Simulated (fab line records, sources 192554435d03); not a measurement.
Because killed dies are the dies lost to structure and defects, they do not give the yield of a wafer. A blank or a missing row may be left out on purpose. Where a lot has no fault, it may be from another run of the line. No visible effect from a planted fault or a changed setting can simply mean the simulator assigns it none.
Chamber matching	flow n5_finfet	4 sister chambers for N5_BEOL_M11_ETCH_61 on rie_diel-06
The step etches SiARC in CF4, target depth 39 nm, time 65 s. 8 wafers are shown with their chamber, then 8 later ones without.

WAFERS PAIRED WITH THEIR CHAMBERS
wafer	chamber	drypump_motor_current_A (A)	showerhead_plenum_p_Torr (Torr)
L074.3	0	5.4	2.12
L081.3	0	5.4	2.11
L081.5	3	5.2	2.09
L092.5	1	5.7	2.26
L092.6	3	5.1	2.09
L093.3	1	5.7	2.26
L093.6	2	5.8	2.14
L091.1	2	5.8	2.14

WAFERS WHOSE CHAMBER IS MISSING
wafer	drypump_motor_current_A (A)	showerhead_plenum_p_Torr (Torr)
L091.3	5.7	2.26
L091.6	5.7	2.26
L095.2	5.8	2.14
L095.3	5.4	2.11
L095.6	5.4	2.11
L094.1	5.4	2.11
L094.2	5.7	2.26
L094.3	5.2	2.09

WHICH CHAMBER EACH WENT THROUGH
wafer	from the rows above	in truth
L091.3	1	1
L091.6	1	1
L095.2	2	2
L095.3	0	0
L095.6	0	0
L094.1	0	0
L094.2	1	1
L094.3	3	3
Correct placement for 8 of the 8. Can't be placed from these rows: 0. Placed wrongly: 0.
How it was worked out, from the rows above alone: a wafer's distance from a chamber is the root of the sum, over the readings, of the square of ((its reading less the chamber's mean) divided by the reading's scatter). The wafer belongs to the nearest chamber; if the next one is less than 2 further off, it can't be placed. The mean given for a chamber averages the wafers shown for that chamber. How the scatter is found: for the shown wafers, subtract from each reading the mean of its chamber, square and add these, divide the total by (wafers less chambers), then take the root.
